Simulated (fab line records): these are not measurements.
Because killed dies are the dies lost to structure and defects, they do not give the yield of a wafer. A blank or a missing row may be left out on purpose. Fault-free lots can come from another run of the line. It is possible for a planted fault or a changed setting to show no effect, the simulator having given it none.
Lot-split experiment | flow n5 finfet | 7 lots, 21 wafers read, on a route of 1938 steps

## ON THE SPLIT
At N5_BEOL_M3_COAT_68 (time 60 s, resist thk 12 nm), the setting spin rpm was moved away from the recipe's 1500 rpm on 6 of the 21 wafers read, by -5.0% to +7.0%. All remaining wafers had this setting at the recipe value.

## FROM THE SPLIT TO THE READING: what the file shows between them, 5 steps
- N5_BEOL_M3_COAT_22: resist thk 30 nm (also split here: spin rpm)
- N5_BEOL_M3_EBR_24
- N5_BEOL_M3_SOFTBAKE_23: time 60 s
- N5_BEOL_M3_DESCUM_33: chemistry O2, time 7 s
- N5_BEOL_M3_ETCH_77: etches underlayer in N2/H2, target depth 6.5 nm, time 5.2 s

## THE READING
etch.depth nm (the simulator's own value, which no gauge read), in nm, at N5_BEOL_M3_ETCH_69 (etches SiARC in CF4, target depth 15.6 nm, time 26 s). No usual value for it is given in the file. Across the 15 wafers here that went through the recipe, the average is 12.01 nm and the standard deviation 0.023 nm.

wafer  | tool, chamber at the split | spin rpm as run, rpm | against the recipe | etch.depth nm, nm | against lot-mates on the recipe
L074.2 | litho track-02, 0          | 1543                 | +2.9%              | 11.82             | -0.19
L074.3 | litho track-02, 0          | 1543                 | +2.9%              | 11.84             | -0.17
L074.6 | litho track-02, 0          | 1500                 | recipe             | 12.01             | -
L075.3 | litho track-04, 0          | 1500                 | recipe             | 11.98             | -
L075.4 | litho track-04, 0          | 1500                 | recipe             | 12.02             | -
L075.6 | litho track-04, 0          | 1500                 | recipe             | 11.96             | -
L083.3 | litho track-02, 0          | 1500                 | recipe             | 12.03             | -
L083.4 | litho track-02, 0          | 1500                 | recipe             | 12.06             | -
L083.5 | litho track-02, 0          | 1550                 | +3.3%              | 11.87             | -0.18
L087.4 | litho track-04, 0          | 1425                 | -5.0%              | 12.33             | +0.31
L087.5 | litho track-04, 0          | 1500                 | recipe             | 12.02             | -
L087.6 | litho track-04, 0          | 1500                 | recipe             | 12.02             | -
L086.1 | litho track-02, 0          | 1500                 | recipe             | 12                | -
L086.2 | litho track-02, 0          | 1605                 | +7.0%              | 11.57             | -0.43
L086.4 | litho track-02, 0          | 1500                 | recipe             | 11.99             | -
L091.2 | litho track-05, 0          | 1500                 | recipe             | 12                | -
L091.3 | litho track-05, 0          | 1500                 | recipe             | 11.99             | -
L091.5 | litho track-05, 0          | 1600                 | +6.7%              | 11.64             | -0.36
L093.3 | litho track-05, 0          | 1500                 | recipe             | 12.01             | -
L093.5 | litho track-05, 0          | 1500                 | recipe             | 12                | -
L093.6 | litho track-05, 0          | 1500                 | recipe             | 12.02             | -

THE FIT
A straight line over all 21 wafers: etch.depth nm changes by -0.0593 nm for each +1% of spin rpm; r = -0.99; the points scatter about the line by 0.026 nm.
The same after taking each lot's own level away (the mean of its wafers on the recipe; 21 wafers): -0.0585 nm for each +1%; r = -0.99; scatter 0.017 nm.
The reading moves by 0.41 nm for the largest change in spin rpm, on that fit.
From 11.987 to 12.045 nm: that is the span of the lots' own levels, equal to 2.6 times the standard deviation above.
The two slopes are in agreement: the lot-to-lot level therefore moves the slope only a little.
Check: with one of the wafers moved furthest among these (+7.0%) left out of the fit, the line predicts -0.399 nm for it against its lot-mates. Against them it came out at -0.425 nm.

## ADDITIONAL SPLITS CARRIED BY THESE WAFERS
Before the reading, these wafers also passed through other splits. Each is held against what the fit with the lots' levels taken away leaves over:
other split on the same wafers | wafers away from the commonest value | r with etch.depth nm (lot level and that fit taken away)
N5_BEOL_M2_DESCUM_16 time s    | 8                                    | +0.07
N5_BEOL_M3_COAT_22 spin rpm    | 6                                    | -0.19

## THE WHOLE CHAIN: every reading that the file lists as answering this split, in the file's order
step               | what it does                                         | reading                                                                          | change (the file's fit)                | r (the file's)
N5_BEOL_M3_COAT_68 | time 60 s, resist thk 12 nm                          | SiARC_of_BEOL_M3_COAT_68.thk nm (the simulator's own value, which no gauge read) | -0.0632 nm for each +1% of the setting | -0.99
N5_BEOL_M3_ETCH_69 | etches SiARC in CF4, target depth 15.6 nm, time 26 s | etch.depth nm (the simulator's own value, which no gauge read)                   | -0.0577 nm for each +1% of the setting | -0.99

## FILE'S OWN FIT
etch.depth nm changes by -0.0577 nm for each +1% of spin rpm, r = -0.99.
